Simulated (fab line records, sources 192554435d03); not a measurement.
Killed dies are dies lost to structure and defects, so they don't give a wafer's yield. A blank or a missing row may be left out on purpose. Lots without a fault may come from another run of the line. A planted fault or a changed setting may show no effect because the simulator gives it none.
Split-lot experiment | flow n5_finfet | 7 lots, 21 wafers read, on a route of 1938 steps

THE SPLIT
At N5_FIN_SAQP_PEB_14 (peb time 60 s), the setting peb_time_s was moved away from the recipe's 60 s on 4 of the 21 wafers read, by -8.2% to +14.8%. The other wafers ran this setting at the recipe's value.

FROM THE SPLIT TO THE READING: what the file shows between them, 1 step
- N5_FIN_SAQP_DEVELOP_15: develop time 30 s

THE READING
cd_nm, in nm, at N5_FIN_SAQP_CD_MEAS_16 (target cd 35.6 nm). Fault-free wafers of this fab line usually give 35.8 nm, standard deviation 0.39 nm.

wafer  | tool, chamber at the split | peb_time_s as run, s | against the recipe | cd_nm, nm | against lot-mates on the recipe
L080.3 | litho_track-01, 0          | 60                   | recipe             | 35.4      | -
L080.5 | litho_track-01, 0          | 60                   | recipe             | 35.3      | -
L080.6 | litho_track-01, 0          | 60                   | recipe             | 35.2      | -
L082.4 | litho_track-02, 0          | 55.06                | -8.2%              | 37.3      | +1.8
L082.5 | litho_track-02, 0          | 55.06                | -8.2%              | 36.9      | +1.4
L082.6 | litho_track-02, 0          | 60                   | recipe             | 35.5      | -
L083.3 | litho_track-04, 0          | 60                   | recipe             | 35.7      | -
L083.4 | litho_track-04, 0          | 60                   | recipe             | 36.0      | -
L083.5 | litho_track-04, 0          | 60                   | recipe             | 36.0      | -
L084.1 | litho_track-01, 0          | 60                   | recipe             | 36.3      | -
L084.3 | litho_track-01, 0          | 60                   | recipe             | 35.8      | -
L084.4 | litho_track-01, 0          | 60                   | recipe             | 36.2      | -
L086.1 | litho_track-04, 0          | 60                   | recipe             | 36.3      | -
L086.4 | litho_track-04, 0          | 68.87                | +14.8%             | 34.4      | -1.9
L086.6 | litho_track-04, 0          | 68.87                | +14.8%             | 34.7      | -1.6
L092.1 | litho_track-01, 0          | 60                   | recipe             | 35.5      | -
L092.3 | litho_track-01, 0          | 60                   | recipe             | 35.3      | -
L092.4 | litho_track-01, 0          | 60                   | recipe             | 35.7      | -
L097.2 | litho_track-02, 0          | 60                   | recipe             | 36.1      | -
L097.4 | litho_track-02, 0          | 60                   | recipe             | 35.7      | -
L097.6 | litho_track-02, 0          | 60                   | recipe             | 36.2      | -

THE FIT
A straight line over all 21 wafers: cd_nm changes by -0.103 nm for each +1% of peb_time_s; r = -0.82; the points scatter about the line by 0.39 nm.
The same after taking each lot's own level away (the mean of its wafers on the recipe; 21 wafers): -0.138 nm for each +1%; r = -0.95; scatter 0.24 nm.
On that fit, the largest move of peb_time_s shifts the reading by 2 nm.
The lots' own levels span 35.30 to 36.30 nm, that is 2.6 times the standard deviation above.
So the lot-to-lot level changes the slope: the two fits differ.
Check: with one of the wafers moved furthest among these (+14.8%) left out of the fit, the line predicts -2.01 nm for it against its lot-mates. It came out at -1.9 nm against them.

OTHER SPLITS ON THESE WAFERS
These wafers also went through other splits before the reading. Each is held against what the fit with the lots' levels taken away leaves over:
other split on the same wafers | wafers away from the commonest value | r with cd_nm (lot level and that fit taken away)
N5_WELL_APT_COAT_02 spin_rpm   | 9                                    | +0.00

THE FILE'S OWN FIT
cd_nm changes by -0.135 nm for each +1% of peb_time_s, r = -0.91.
